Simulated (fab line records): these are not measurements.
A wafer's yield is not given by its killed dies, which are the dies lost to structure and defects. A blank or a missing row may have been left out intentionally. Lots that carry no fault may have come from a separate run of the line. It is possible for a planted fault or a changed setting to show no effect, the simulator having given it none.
Code-filled problem report in 8D (eight disciplines) form	flow nand_harc	the parts of the form that need people (team, actions taken, sign-off) are left out

## 1. WHAT IS WRONG
NHARC_A_ONON_D1_THK_MEAS_27, thk_nm: mean 1043 nm over 1 wafer from 1 lot; wafers with no fault: 998 nm, standard deviation 8.7. That is +5.2 standard deviations from the usual mean.
The step: measures by ellipsometry.
The first sign was on wafer L566.4 at day 16 17:00, on film_metro-01. The record holds 38 wafers of 13 lots with a number at this step. By rule, "out" or "out of limits" means more than 4 standard deviations away from the usual mean. The other wafers with a number count as sound.

## 2. WHAT IT IS AND WHAT IT IS NOT
question	is	is not
which readings at this step	thk_nm	-
which lots	L566	L547, L548, L549, L550, L551, L552, L553, L554, L555, L558, L559, L569
which wafers of those lots	L566.4	L566.3
read on which gauges	film_metro-01	film_metro-02
when	from day 16 17:00	up to then (34 sound wafers); but 3 sound wafers of L569 came after

## 3. THE SUSPECTS, EACH WITH WHAT RULES IT OUT
Counting: if a tool at a process step up to the reading ran every lot that is out, it stays a suspect. Sound lots after the first of them don't rule it out here, since some wafers of a struck lot are sound.
- the gauge at NHARC_A_ONON_D1_THK_MEAS_27: kept. All the wafers that are out were read on film_metro-01, and no step on other tools shows them out.
- rtp_anneal-02 at NHARC_A_ZERO_WELL_RTA_16 (time 10 s): kept. It ran the lot that is out, L566 (day 15 04:36); its last sound lot up to then is L558 (day 11 20:22).
- pecvd_onon-01 at NHARC_A_ONON_D1_DEP_25 (target thk 1000 nm): kept. It ran the lot that is out, L566 (day 16 16:36); its last sound lot up to then is L559 (day 13 13:20).
Still standing after the count: rtp_anneal-02 at NHARC_A_ZERO_WELL_RTA_16, pecvd_onon-01 at NHARC_A_ONON_D1_DEP_25, film_metro-01 at NHARC_A_ONON_D1_THK_MEAS_27.

## 4. THE CAUSE (what the simulator had put in)
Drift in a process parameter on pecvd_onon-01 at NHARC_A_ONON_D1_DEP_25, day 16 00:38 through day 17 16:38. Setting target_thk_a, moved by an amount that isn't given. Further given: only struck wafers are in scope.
Counting leaves 3 suspects; this tool is one of them.

## 5. THE CHAIN OF EFFECTS, in route order
Each row: a reading where the mean over the struck wafers with a number is more than 3 standard deviations away from the usual. Readings are gone through only where the record gives a usual standard deviation; hours: the median, over the lots, of the time from a lot's start at the first step in this table giving one to that lot's start at this step; sigmas: the change measured in usual standard deviations.
hours	step	reading	usual	on struck wafers	change	sigmas
0	NHARC_A_ONON_D1_THK_MEAS_27	thk_nm	998 nm	1043	+45	+5.2

## 6. WHAT WOULD HAVE CAUGHT IT SOONER
In this record the first reading out of limits at a measuring or inspecting step was taken at day 16 17:00, 16 hours after the fault began at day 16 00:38.
By day 16 17:00, every lot that is out (1) had started NHARC_A_ONON_D1_DEP_25 on pecvd_onon-01. Had the tool been put on hold then, not one of them would have been saved.
